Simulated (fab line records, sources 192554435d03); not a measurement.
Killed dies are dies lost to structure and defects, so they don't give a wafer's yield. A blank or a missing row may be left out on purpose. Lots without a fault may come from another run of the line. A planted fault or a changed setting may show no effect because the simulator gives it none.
fab line records | flow n5_finfet
record lots=6 wafers=18 last_day=15
route steps=1938 shown BEOL_M1@802 BEOL_M2@841 PASSIVATION@1936
lots that met no fault: from a run of the same line without faults
start_h: hours from the record's first day to the start of the lot's first wafer shown | wait_h: hours since the lot's step before | " the same as in the row above | L1.1+2: a row that stands for several wafers | - no value, or no start given | * or withheld: withheld | < > ~ a bound
route shown NAME@n: a module of which the file shows steps, and the number in the route of the first | usual: mean/standard deviation of fault-free wafers | same: alike in all rows | chamber/n: place in a boat | sites: the reading at each site | _std_site: their standard deviation | _edge_site: outer sites' mean less inner sites' | radius_mm: how far each site lies from the wafer's centre | mask NAME#n: copy n | behind: the tool/chamber that last shaped the wafer | hold: why the lot was held/for how many hours/how that ended | device: the transistor (n, p or np) that didn't switch | end of line: the same wafers' tests at the end of the route | a step without rows: its recipe alone | killed: dies lost to structure and defects at the first sort, not the wafer's yield | map: a wafer's dies, x killed, . not, _ none there
set.NAME: the setting as run; set.NAME@STEP: as run at that earlier step | model.NAME: the simulator's own value behind a step, which no gauge read
lots at some steps of the route; a table a step, a row a wafer
services: from which hour (start_h, from the record's first day; less than 0 if before it) a tool's chamber was out of use, for how many hours, and why
## steps
# step N5_BEOL_M1_STRIP_97
# recipe chemistry=N2/H2 time_s=10 power_w=450 temp_c=40 pressure_mtorr=20 rf_frequency_hz=6e+07 bias_power_w=7 n2_flow_sccm=200 h2_flow_sccm=200
# step N5_BEOL_M1_OCD_MEAS_38
# usual trench_depth_nm=55.3/1
# columns lot.wafer tool chamber start_h wait_h trench_depth_nm
L168.3 ocd-02 - 132.82 - 54.8
L168.4 " - " " 53.7
L168.6 " - " " 54.7
L169.1 ocd-02 - 149.40 - 56.4
L169.2 " - " " 55.5
L169.5 " - " " 54.5
L170.1 ocd-01 - 159.04 - 54.8
L170.2 " - " " 52.6
L170.3 " - " " 54.0
L174.1 ocd-01 - 175.07 - 56.8
L174.3 " - " " 55.5
L174.6 " - " " 55.6
L176.2 ocd-01 - 182.25 - 55.4
L176.3 " - " " 57.0
L176.4 " - " " 54.6
L179.1 ocd-02 - 205.10 - 54.2
L179.4 " - " " 54.5
L179.6 " - " " 54.3
# step N5_BEOL_M1_HM_STRIP_39
# recipe chemistry=peroxide_tin_strip material=TiN target_depth_a=250 temp_c=50 time_s=158
# step N5_BEOL_M1_SRD_40
# recipe time_s=30 temp_c=23 rinse_liquid=diw dry=ipa_marangoni
# step N5_BEOL_M1_PRECLEAN_42
# recipe chemistry=residue_remover time_s=60 temp_c=40
# step N5_BEOL_M1_SRD_43
# recipe time_s=30 temp_c=23 rinse_liquid=diw dry=ipa_marangoni
# step N5_BEOL_M1_CD_MEAS_35
# recipe target_cd_nm=18 target_cd_y_nm=21 polarity=opening
# usual cd_nm=18.0/0.31
# columns lot.wafer tool chamber start_h wait_h cd_nm
L168.3 cd_sem-01 - 132.97 0.0 17.9
L168.4 " - " " 17.4
L168.6 " - " " 17.6
L169.1 cd_sem-03 - 149.55 0.0 17.9
L169.2 " - " " 17.5
L169.5 " - " " 17.5
L170.1 cd_sem-03 - 159.20 0.0 17.7
L170.2 " - " " 17.4
L170.3 " - " " 17.7
L174.1 cd_sem-03 - 175.22 0.0 17.8
L174.3 " - " " 18.1
L174.6 " - " " 17.9
L176.2 cd_sem-02 - 182.40 0.0 18.0
L176.3 " - " " 18.3
L176.4 " - " " 17.7
L179.1 cd_sem-02 - 205.25 0.0 18.0
L179.4 " - " " 18.4
L179.6 " - " " 17.9
# step N5_BEOL_M1_DEGAS_44
# recipe ambient=vacuum temp_c=250 time_s=60
# step N5_BEOL_M1_PRE_CLEAN_45
# recipe gas=H2/He time_s=30 temp_c=250
# step N5_BEOL_M1_ALD_84
# recipe material=TaN target_thk_a=* temp_c=275 ald_precursor_family=PDMAT ald_co_reactant=NH3 pressure_torr=3 carrier_flow_sccm=1500 pulse_time_s=2 purge_time_s=3 co_reactant_purge_time_s=2 co_reactant_pulse_time_s=3 ald_cycles=30 precursor_vessel_temp_c=75 precursor_vessel_pressure_torr=26.25 precursor_vessel_carrier_sccm=1000
# step N5_BEOL_M1_SURFACE_TREAT_85
# recipe gas=Ar time_s=* ion_energy_ev=* ion_current_ma_cm2=0.5 pressure_mtorr=* ar_flow_sccm=30
# step N5_BEOL_M1_CVD_47
# recipe material=Co target_thk_a=30 temp_c=withheld precursor=CCTBA/H2 pressure_torr=30 time_s=223.8
# step N5_BEOL_M1_SPUTTER_48
# recipe material=Cu target_thk_a=45 temp_c=-20 chamber_pressure_pa=0.07 power_w=withheld time_s=8.29
# usual throttle_valve_pct=30.3/1.2
# columns lot.wafer tool chamber start_h wait_h throttle_valve_pct
L168.3 pvd_sputter-01 - 134.99 1.2 30.7
L168.4 " - " " 30.7
L168.6 " - " " 30.8
L169.1 pvd_sputter-01 - 150.90 0.1 29.7
L169.2 " - " " 30.9
L169.5 " - " " 29.3
L170.1 pvd_sputter-02 - 160.21 0.1 33.0
L170.2 " - " " 30.5
L170.3 " - " " 30.0
L174.1 pvd_sputter-01 - 177.80 0.2 29.8
L174.3 " - " " 31.1
L174.6 " - " " 31.0
L176.2 pvd_sputter-01 - 183.26 0.1 30.6
L176.3 " - " " 29.7
L176.4 " - " " 30.6
L179.1 pvd_sputter-03 - 206.41 0.2 28.9
L179.4 " - " " 30.8
L179.6 " - " " 29.8
# step N5_BEOL_M1_ANNEAL_49
# recipe temp_c=400 time_s=240 ambient=vacuum
# step N5_BEOL_M1_SPUTTER_79
# recipe material=Cu target_thk_a=45 temp_c=-20 chamber_pressure_pa=0.07 power_w=withheld time_s=8.29
# step N5_BEOL_M1_ANNEAL_80
# recipe temp_c=400 time_s=240 ambient=vacuum
# usual heater_power_w=847/94
# columns lot.wafer tool chamber start_h wait_h heater_power_w
L168.3 pvd_sputter-01 - 135.29 0.0 861
L168.4 " - " " 857
L168.6 " - " " 860
L169.1 pvd_sputter-01 - 151.20 0.0 683
L169.2 " - " " 848
L169.5 " - " " 709
L170.1 pvd_sputter-02 - 160.51 0.0 1000
L170.2 " - " " 1001
L170.3 " - " " 770
L174.1 pvd_sputter-01 - 178.10 0.0 799
L174.3 " - " " 852
L174.6 " - " " 854
L176.2 pvd_sputter-01 - 183.56 0.0 838
L176.3 " - " " 827
L176.4 " - " " 852
L179.1 pvd_sputter-03 - 206.71 0.0 850
L179.4 " - " " 695
L179.6 " - " " 814
# step N5_BEOL_M1_SPUTTER_81
# recipe material=Cu target_thk_a=45 temp_c=-20 chamber_pressure_pa=0.07 power_w=withheld time_s=8.29
# step N5_BEOL_M1_ANNEAL_82
# recipe temp_c=400 time_s=240 ambient=vacuum
# usual heater_power_w=850/97
# columns lot.wafer tool chamber start_h wait_h heater_power_w
L168.3 pvd_sputter-01 - 135.51 0.0 859
L168.4 " - " " 861
L168.6 " - " " 869
L169.1 pvd_sputter-01 - 151.42 0.0 695
L169.2 " - " " 871
L169.5 " - " " 689
L170.1 pvd_sputter-02 - 160.73 0.0 1009
L170.2 " - " " 995
L170.3 " - " " 791
L174.1 pvd_sputter-01 - 178.32 0.0 813
L174.3 " - " " 856
L174.6 " - " " 873
L176.2 pvd_sputter-01 - 183.78 0.0 903
L176.3 " - " " 807
L176.4 " - " " 857
L179.1 pvd_sputter-03 - 206.93 0.0 883
L179.4 " - " " 701
L179.6 " - " " 787
# step N5_BEOL_M1_SPUTTER_86
# recipe material=Cu target_thk_a=45 temp_c=-20 chamber_pressure_pa=0.07 power_w=withheld time_s=8.29
# step N5_BEOL_M1_ANNEAL_87
# recipe temp_c=400 time_s=240 ambient=vacuum
# step N5_BEOL_M1_SPUTTER_88
# recipe material=Cu target_thk_a=45 temp_c=-20 chamber_pressure_pa=0.07 power_w=withheld time_s=8.29
# step N5_BEOL_M1_ANNEAL_89
# recipe temp_c=400 time_s=240 ambient=vacuum
# step N5_BEOL_M1_SPUTTER_90
# recipe material=Cu target_thk_a=45 temp_c=-20 chamber_pressure_pa=0.07 power_w=withheld time_s=8.29
# step N5_BEOL_M1_ANNEAL_91
# recipe temp_c=400 time_s=240 ambient=vacuum
# usual heater_power_w=848/96
# columns lot.wafer tool chamber start_h wait_h heater_power_w
L168.3 pvd_sputter-01 - 136.17 0.0 857
L168.4 " - " " 866
L168.6 " - " " 872
L169.1 pvd_sputter-01 - 152.08 0.0 680
L169.2 " - " " 856
L169.5 " - " " 704
L170.1 pvd_sputter-02 - 161.39 0.0 1014
L170.2 " - " " 984
L170.3 " - " " 780
L174.1 pvd_sputter-01 - 178.98 0.0 800
L174.3 " - " " 846
L174.6 " - " " 865
L176.2 pvd_sputter-01 - 184.44 0.0 878
L176.3 " - " " 793
L176.4 " - " " 866
L179.1 pvd_sputter-03 - 207.59 0.0 830
L179.4 " - " " 693
L179.6 " - " " 797
# step N5_BEOL_M1_SPUTTER_92
# recipe material=Cu target_thk_a=45 temp_c=-20 chamber_pressure_pa=0.07 power_w=withheld time_s=8.29
# step N5_BEOL_M1_ANNEAL_93
# recipe temp_c=400 time_s=240 ambient=vacuum
# step N5_BEOL_M1_SPUTTER_94
# recipe material=Cu target_thk_a=45 temp_c=-20 chamber_pressure_pa=0.07 power_w=withheld time_s=8.29
# step N5_BEOL_M1_ANNEAL_95
# recipe temp_c=400 time_s=240 ambient=vacuum
# step N5_BEOL_M1_SPUTTER_96
# recipe material=Cu target_thk_a=45 temp_c=-20 chamber_pressure_pa=0.07 power_w=withheld time_s=8.29
# step N5_BEOL_M1_ECD_50
# recipe material=Cu target_thk_a=3000
# step N5_BEOL_M1_ANNEAL_51
# recipe temp_c=225 time_s=90 ambient=N2
# usual wafer_temp_C_max=225.86/0.23
# columns lot.wafer tool chamber start_h wait_h wafer_temp_C_max
L168.3 rtp_anneal-02 0 137.04 0.1 225.57
L168.4 " 0 " " 225.43
L168.6 " 0 " " 225.81
L169.1 rtp_anneal-01 0 152.86 0.1 225.87
L169.2 " 0 " " 226.00
L169.5 " 0 " " 225.66
L170.1 rtp_anneal-02 0 162.17 0.1 225.97
L170.2 " 0 " " 225.82
L170.3 " 0 " " 225.63
L174.1 rtp_anneal-01 0 179.76 0.1 226.11
L174.3 " 0 " " 226.08
L174.6 " 0 " " 226.20
L176.2 rtp_anneal-02 0 185.35 0.2 225.71
L176.3 " 0 " " 225.55
L176.4 " 0 " " 225.79
L179.1 rtp_anneal-01 0 208.37 0.1 225.97
L179.4 " 0 " " 225.82
L179.6 " 0 " " 225.47
# step N5_BEOL_M1_CMP_52
# recipe stop_on=SiOC t_overpolish_s=6.8 down_force_psi=1 platen_rpm=50 clearing_platen_down_force_psi=1.5 clearing_platen_rpm=50 post_cmp_clean=cu_alkaline target_thk_nm=40 clearing_platen_pad_velocity_m_s=0.99484 pad_velocity_m_s=0.99484
# step N5_BEOL_M1_PRE_CLEAN_60
# recipe gas=NH3/H2 time_s=15 temp_c=* rf_power_w=300
# step N5_BEOL_M1_CO_CAP_55
# recipe material=Co target_thk_a=20 temp_c=200 precursor=CCTBA/H2 pressure_torr=30 time_s=102.1
# step N5_BEOL_M1_PRE_CLEAN_56
# recipe gas=NH3 time_s=15 temp_c=withheld rf_power_w=300
# step N5_BEOL_M1_DEP_57
# recipe material=SiCN target_thk_a=80 temp_c=withheld precursor=3MS/NH3 pressure_torr=3 rf_w=202 time_s=14
# step N5_BEOL_M1_RS_MEAS_58
# recipe thk_meas_gauge=four-point-probe reads=Co_of_BEOL_M1_CO_CAP_55+Cu_of_BEOL_M1_ECD_50+Co_of_BEOL_M1_CVD_47+TaN_of_BEOL_M1_ALD_84
# usual M1_RS=0.66/0.031
# columns lot.wafer tool chamber start_h wait_h M1_RS[ohm/sq]
L168.3 film_metro-02 - 137.83 0.1 0.66
L168.4 " - " " 0.65
L168.6 " - " " 0.64
L169.1 film_metro-02 - 153.71 0.0 0.68
L169.2 " - " " 0.70
L169.5 " - " " 0.62
L170.1 film_metro-02 - 163.02 0.0 0.66
L170.2 " - " " 0.67
L170.3 " - " " 0.65
L174.1 film_metro-02 - 180.61 0.0 0.69
L174.3 " - " " 0.69
L174.6 " - " " 0.62
L176.2 film_metro-01 - 186.38 0.1 0.72
L176.3 " - " " 0.72
L176.4 " - " " 0.71
L179.1 film_metro-02 - 209.22 0.0 0.65
L179.4 " - " " 0.64
L179.6 " - " " 0.64
# step N5_BEOL_M2_ILD_DEP_00
# recipe material=SiOC target_thk_a=790 temp_c=350 precursor=DEMS/O2 pressure_torr=5 rf_w=500 time_s=15.3
# usual chamber_pressure_Torr=5.000/0.011 heater_power_w=493/93 showerhead_plenum_p_Torr=5.686/0.014 throttle_valve_pct=11.8/0.6
# columns lot.wafer tool chamber start_h wait_h chamber_pressure_Torr heater_power_w showerhead_plenum_p_Torr throttle_valve_pct
L168.3 pecvd-01 2 137.91 0.1 5.006 497 5.710 10.9
L168.4 " 0 " " 4.993 455 5.674 12.7
L168.6 " 0 " " 4.988 438 5.671 12.7
L169.1 pecvd-01 0 153.77 0.0 4.987 408 5.699 12.8
L169.2 " 2 " " 4.993 508 5.711 11.0
L169.5 " 2 " " 4.995 507 5.695 10.4
L170.1 pecvd-04 2 163.08 0.0 5.006 614 5.674 11.6
L170.2 " 0 " " 5.001 501 5.724 12.1
L170.3 " 1 " " 4.987 556 5.686 11.5
L174.1 pecvd-02 0 180.67 0.0 5.005 480 5.692 11.8
L174.3 " 2 " " 5.009 627 5.691 11.9
L174.6 " 2 " " 5.012 628 5.711 11.8
L176.2 pecvd-01 2 186.44 0.0 5.019 516 5.698 10.8
L176.3 " 0 " " 5.000 443 5.661 12.7
L176.4 " 1 " " 5.017 291 5.649 11.7
L179.1 pecvd-01 0 209.29 0.0 5.002 423 5.687 12.7
L179.4 " 0 " " 5.000 415 5.680 12.8
L179.6 " 2 " " 4.984 426 5.687 10.6
# step N5_BEOL_M2_THK_MEAS_01
# recipe reads=SiOC_of_BEOL_M2_ILD_DEP_00
# usual M2_ILD_THK=78.4/0.9
# columns lot.wafer tool chamber start_h wait_h M2_ILD_THK[nm]
L168.3 film_metro-01 - 137.98 0.1 78.7
L168.4 " - " " 78.2
L168.6 " - " " 78.7
L169.1 film_metro-02 - 153.84 0.0 77.2
L169.2 " - " " 78.0
L169.5 " - " " 79.1
L170.1 film_metro-02 - 163.15 0.0 78.1
L170.2 " - " " 79.8
L170.3 " - " " 78.2
L174.1 film_metro-02 - 180.74 0.0 77.3
L174.3 " - " " 77.3
L174.6 " - " " 78.5
L176.2 film_metro-02 - 186.51 0.1 77.1
L176.3 " - " " 75.9
L176.4 " - " " 77.9
L179.1 film_metro-01 - 209.35 0.0 77.2
L179.4 " - " " 78.6
L179.6 " - " " 80.3
# step N5_BEOL_M2_PECVD_72
# recipe material=SiO2 target_thk_a=160 temp_c=400 precursor=TEOS/O2 pressure_torr=5.5 rf_w=450 teos_flow_sccm=53.8 gas=O2 flow_sccm=3000 time_s=18
# step N5_PASSIVATION_PROBE_49
# usual defect_limited_yield=91.4/1.6 killed_at_M0_to_M3=34/12 killed_at_M4_up=13/5.2 killed_at_contacts=11/5.5 killed_at_front_end=40/13 killed_at_other=3.4/2.7 killed_dies=102/19 killed_on_rim=13/4.3 killed_open=66/15 killed_short=33/7.9 sort_bin_5_function=5.1/1.1 sort_bin_6_memory=3.2/0.7 sort_n_pass=1078/19 sort_yield_pct=91.4/1.6
# same gross_dies=1180 killed_at_back_side=0 sort_bin_4_leakage[%]=0 sort_bin_8_speed[%]=0
# columns lot.wafer tool chamber start_h wait_h defect_limited_yield[%] killed_at_M0_to_M3 killed_at_M4_up killed_at_contacts killed_at_front_end killed_at_other killed_dies killed_on_rim killed_open killed_short sort_bin_5_function[%] sort_bin_6_memory[%] sort_n_pass sort_yield_pct[%]
L170.1 prober-01 - 297.91 0.0 92.9 23 17 10 29 5 84 11 60 22 3.3 3.3 1096 92.9
L170.2 prober-01 - 297.96 0.1 92.1 23 18 10 38 4 93 8 67 26 4.2 3.3 1087 92.1
L170.3 prober-01 - 298.01 0.1 92.6 29 25 7 22 4 87 12 59 25 3.7 3.2 1093 92.6
L174.1 prober-02 - 311.21 0.0 92.2 16 33 13 28 2 92 6 59 31 4.7 2.5 1088 92.2
L174.3 prober-02 - 311.31 0.1 84.0 120 17 8 32 12 189 31 61 29 8.9 4.3 991 84.0
L174.6 prober-02 - 311.46 0.3 94.7 18 18 6 15 6 63 6 39 18 3.1 2.1 1117 94.7
L176.4 prober-02 - 321.82 0.2 83.3 132 6 9 43 7 197 26 68 27 9.3 4.0 983 83.3
L179.1 prober-01 - 369.95 0.2 91.6 26 21 15 33 4 99 10 64 34 4.1 4.2 1081 91.6
L179.4 prober-01 - 370.10 0.3 93.6 21 9 6 32 8 76 13 47 26 3.6 2.7 1104 93.6
L179.6 prober-01 - 370.20 0.4 91.9 28 10 10 44 3 95 9 70 23 5.3 2.2 1085 91.9
# killed by level:class
L170.1 BEOL_M1:geometric_particle:open=11 BEOL_M4:geometric_particle:open=9 MOL_CONTACT_COAG:geometric_particle:open=8 DUMMY_GATE:geometric_particle:open=5 GATE_CUT:geometric_particle:open=4 BEOL_M2:geometric_particle:open=4 STI_FIN_REVEAL:geometric_particle:open=3 DUMMY_GATE:geometric_particle:short=3
L170.2 STI_FIN_REVEAL:geometric_particle:open=13 BEOL_M4:geometric_particle:open=11 MOL_CONTACT_COAG:geometric_particle:open=9 BEOL_M2:geometric_particle:open=7 DUMMY_GATE:geometric_particle:open=5 BEOL_M2:geometric_particle:short=5 STARTING-WAFER:geometric_particle:short=5 BEOL_M5:geometric_particle:open=4
L170.3 BEOL_M4:geometric_particle:open=13 BEOL_M1:geometric_particle:open=11 BEOL_M2:geometric_particle:open=8 BEOL_M0_SAQP:geometric_particle:short=7 STI_FIN_REVEAL:geometric_particle:open=5 MOL_CONTACT_COAG:geometric_particle:short=5 BEOL_M0_SAQP:geometric_particle:open=3 MIM_TOP_ETCH:geometric_particle:open=3
L174.1 BEOL_M4:geometric_particle:open=19 MOL_CONTACT_COAG:geometric_particle:open=11 BEOL_M0_SAQP:geometric_particle:short=7 STI_FIN_REVEAL:geometric_particle:open=5 GATE_CUT:geometric_particle:short=4 BEOL_M0_SAQP:geometric_particle:open=4 STARTING-WAFER:geometric_particle:short=4 FIN_SAQP:geometric_particle:open=3
L174.3 BEOL_M1:unspecified=96 STI_FIN_REVEAL:geometric_particle:open=8 MOL_CONTACT_COAG:geometric_particle:open=8 BEOL_M0_SAQP:geometric_particle:open=6 FIN_SAQP:geometric_particle:short=5 BEOL_M0_SAQP:geometric_particle:short=5 BEOL_M1:geometric_particle:open=5 BEOL_M6:geometric_particle:open=5
L174.6 BEOL_M0_SAQP:geometric_particle:open=7 BEOL_M4:geometric_particle:open=6 MOL_CONTACT_COAG:geometric_particle:open=5 FIN_SAQP:geometric_particle:open=4 BEOL_M0_SAQP:geometric_particle:short=4 STI_FIN_REVEAL:geometric_particle:open=3 GATE_CUT:geometric_particle:short=3 BEOL_M7:geometric_particle:open=3
L176.4 BEOL_M1:unspecified=101 STI_FIN_REVEAL:geometric_particle:open=18 BEOL_M0_SAQP:geometric_particle:open=9 MOL_CONTACT_COAG:geometric_particle:open=8 BEOL_M0_SAQP:geometric_particle:short=8 BEOL_M2:geometric_particle:open=7 STARTING-WAFER:geometric_particle:open=6 FIN_SAQP:geometric_particle:short=5
L179.1 BEOL_M4:geometric_particle:open=13 MOL_CONTACT_COAG:geometric_particle:open=12 FIN_SAQP:geometric_particle:open=11 BEOL_M0_SAQP:geometric_particle:short=7 FIN_SAQP:geometric_particle:short=6 BEOL_M2:geometric_particle:open=4 BEOL_M3:geometric_particle:open=4 STI_FIN_REVEAL:geometric_particle:open=3
L179.4 FIN_SAQP:geometric_particle:short=8 FIN_SAQP:geometric_particle:open=7 BEOL_M4:geometric_particle:open=7 BEOL_M3:geometric_particle:open=6 GATE_CUT:geometric_particle:open=5 MOL_CONTACT_COAG:geometric_particle:open=5 GATE_CUT:geometric_particle:short=4 PASS1_DEP:geometric_particle:short=4
L179.6 FIN_SAQP:geometric_particle:open=18 BEOL_M0_SAQP:geometric_particle:open=9 BEOL_M4:geometric_particle:open=8 MOL_CONTACT_COAG:geometric_particle:open=7 DUMMY_GATE:geometric_particle:open=5 STI_FIN_REVEAL:geometric_particle:open=4 BEOL_M0:geometric_particle:open=4 ILD0:geometric_particle:open=3
# map L174.3 (x killed, . not)
_________________...x......x.________________
______________...x.............._____________
___________...x.............x......__________
__________........................x._________
________........x................x...._______
_______...................x........x...______
______..................x..............._____
_____....x..........x.........x..........____
____........x........x....................___
___x...x.....x........x................x...__
___...................................xxxxx__
__x..x...............................xx.xxxx_
__..........................x....x....xxxxxx_
_.........x...........x.............xxxxxxxxx
_x...x......x.....x......xxxx.x...xxxxxxxxxxx
_x......x...x....x..................xxxxxxxxx
_.......................xx..xxx...x.xxxxxxxxx
_..........x.....x.................xxxxxxxxxx
_......x...........................x.xxxxxxxx
_...x.x.x......x....................x.xxxxxxx
_.........x......x.......x...........xxxxxxxx
__....................x..............xx.xxxx_
__......x.........................x..x..xxxx_
___x..............x.....x.....x....x.......__
___........................................__
____...x......x.x....x....................___
_____x...................x.x............x____
______...xx...............x...x........._____
_______..................x........xx...______
________...........x.......x.....x...._______
__________....x....................._________
___________.....x...............x..__________
______________........xx........_____________
_________________.......x....________________
# map L176.4 (x killed, . not)
_________________......x.....________________
______________x...x...x........._____________
___________.......x.x..............__________
__________..x...........x..........._________
________...............x......x......._______
_______.....x....x.......xx............______
______.......................x....x.x..._____
_____.x......x...........x..........x...x____
____x......................x...x..x....x..___
___....x...x..x.....x...x..........x......x__
___.x.......x....................x...x....x__
__....................................xxxxxx_
__.x.......x..................x.....x.xxxxxx_
_..................................xxxxxxxxxx
_..................x......x.........xxxxxxxxx
_..............x...................xxxxxxxxxx
_.....x......x...x.............x.x...xxxxxxxx
_.........x......................x.xxxxxxxxxx
_.x................................x.xxxxxxxx
_.....x......x.x............x.....x.xxxxxxxxx
_...x.x............x......x...x......x..xxxxx
__...x..x......x...................x.xxxxxxx_
__....x.........x...............x.....x..xxx_
___...x...............................xx.x.__
___..................x.....x....x..........__
____.....x.....................xx.........___
_____..x.................................____
______............x.......x.x.xx....x..._____
_______..........x.x...............x..x______
________....x............xx.x....x...._______
__________......x.....x............._________
___________.x..x...................__________
______________...........x......_____________
_________________...x........________________
## services
# columns tool chamber start_h hours kind
rtp_anneal-02 - 111.10 4.5 pm
pecvd-04 0 124.85 5.0 scheduled_down
pecvd-04 - 127.70 0.8 pm
pvd_sputter-03 - 134.61 4.0 repair
pecvd-01 1 135.26 5.5 scheduled_down
pecvd-02 - 137.13 1.7 repair
pecvd-01 0 146.31 2.1 scheduled_down
pecvd-02 1 151.52 2.1 scheduled_down
pecvd-04 - 200.20 0.3 repair
## key
first_sign step=N5_PASSIVATION_PROBE_49 reading=killed_at_M0_to_M3 direction=up sigmas=7.7 usual=34 struck=126
effect step=N5_PASSIVATION_PROBE_49 reading=defect_limited_yield direction=down sigmas=4.7 usual=91.4 struck=83.6
more_kills_born_at N5_BEOL_M1_SPUTTER_48@pvd_sputter-01=197
met_at N5_BEOL_M1_SPUTTER_48
struck_wafers L174.3,L176.4
onset_between 150.90 177.80
fault kind=chamber_particle_source tool=pvd_sputter-01 chamber=- onset_h=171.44 steps=N5_BEOL_M1_SPUTTER_48 rate_per_visit_cm2=1.7405 end_h=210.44 scope=struck_wafers_only
